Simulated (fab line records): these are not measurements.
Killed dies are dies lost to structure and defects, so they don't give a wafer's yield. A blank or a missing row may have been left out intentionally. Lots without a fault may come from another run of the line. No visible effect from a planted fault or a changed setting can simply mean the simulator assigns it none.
Matching of chambers || flow n5 finfet || 4 sister chambers for N5_PMOS_HMC_CHANNEL_EPI_HM_OPEN_15 on rie diel-03
The step chemistry CHF3/O2, target SiO2, target depth 40.6 nm, time 20.3 s. 7 wafers are shown with their chamber, then 10 later ones without.

== WAFERS PAIRED WITH THEIR CHAMBERS ==
{"wafer": "L082.5", "chamber": 1, "showerhead plenum p Torr (Torr)": 2.51, "rf vpp V (V)": 528}
{"wafer": "L082.6", "chamber": 3, "showerhead plenum p Torr (Torr)": 2.25, "rf vpp V (V)": 521}
{"wafer": "L086.1", "chamber": 0, "showerhead plenum p Torr (Torr)": 2.48, "rf vpp V (V)": 528}
{"wafer": "L086.2", "chamber": 3, "showerhead plenum p Torr (Torr)": 2.24, "rf vpp V (V)": 521}
{"wafer": "L086.4", "chamber": 1, "showerhead plenum p Torr (Torr)": 2.51, "rf vpp V (V)": 530}
{"wafer": "L089.1", "chamber": 0, "showerhead plenum p Torr (Torr)": 2.48, "rf vpp V (V)": 529}
{"wafer": "L089.2", "chamber": 2, "showerhead plenum p Torr (Torr)": 2.51, "rf vpp V (V)": 522}

== WAFERS WITHOUT THEIR CHAMBER ==
{"wafer": "L089.3", "showerhead plenum p Torr (Torr)": 2.24, "rf vpp V (V)": 521}
{"wafer": "L089.4", "showerhead plenum p Torr (Torr)": 2.24, "rf vpp V (V)": 520}
{"wafer": "L089.5", "showerhead plenum p Torr (Torr)": 2.51, "rf vpp V (V)": 522}
{"wafer": "L089.6", "showerhead plenum p Torr (Torr)": 2.48, "rf vpp V (V)": 527}
{"wafer": "L091.4", "showerhead plenum p Torr (Torr)": 2.24, "rf vpp V (V)": 521}
{"wafer": "L091.5", "showerhead plenum p Torr (Torr)": 2.51, "rf vpp V (V)": 522}
{"wafer": "L091.6", "showerhead plenum p Torr (Torr)": 2.48, "rf vpp V (V)": 528}
{"wafer": "L097.1", "showerhead plenum p Torr (Torr)": 2.50, "rf vpp V (V)": 529}
{"wafer": "L097.4", "showerhead plenum p Torr (Torr)": 2.23, "rf vpp V (V)": 521}
{"wafer": "L097.5", "showerhead plenum p Torr (Torr)": 2.50, "rf vpp V (V)": 522}

== WHICH CHAMBER EACH WENT THROUGH ==
{"wafer": "L089.3", "from the rows above": 3, "in truth": 3}
{"wafer": "L089.4", "from the rows above": 3, "in truth": 3}
{"wafer": "L089.5", "from the rows above": 2, "in truth": 2}
{"wafer": "L089.6", "from the rows above": 0, "in truth": 0}
{"wafer": "L091.4", "from the rows above": 3, "in truth": 3}
{"wafer": "L091.5", "from the rows above": 2, "in truth": 2}
{"wafer": "L091.6", "from the rows above": 0, "in truth": 0}
{"wafer": "L097.1", "from the rows above": 1, "in truth": 1}
{"wafer": "L097.4", "from the rows above": 3, "in truth": 3}
{"wafer": "L097.5", "from the rows above": 2, "in truth": 2}
10 of 10 placed correctly. Can't be placed from these rows: 0. Wrongly placed: 0.
How it was worked out, from the rows above alone: a wafer's distance from a chamber is the root of the sum, over the readings, of the square of ((its reading less the chamber's mean) divided by the reading's scatter). The wafer belongs to the nearest chamber; if the next one is less than 2 further off, it can't be placed. The mean given for a chamber averages the wafers shown for that chamber. How the scatter is found: for the shown wafers, subtract from each reading the mean of its chamber, square and add these, divide the total by (wafers less chambers), then take the root.
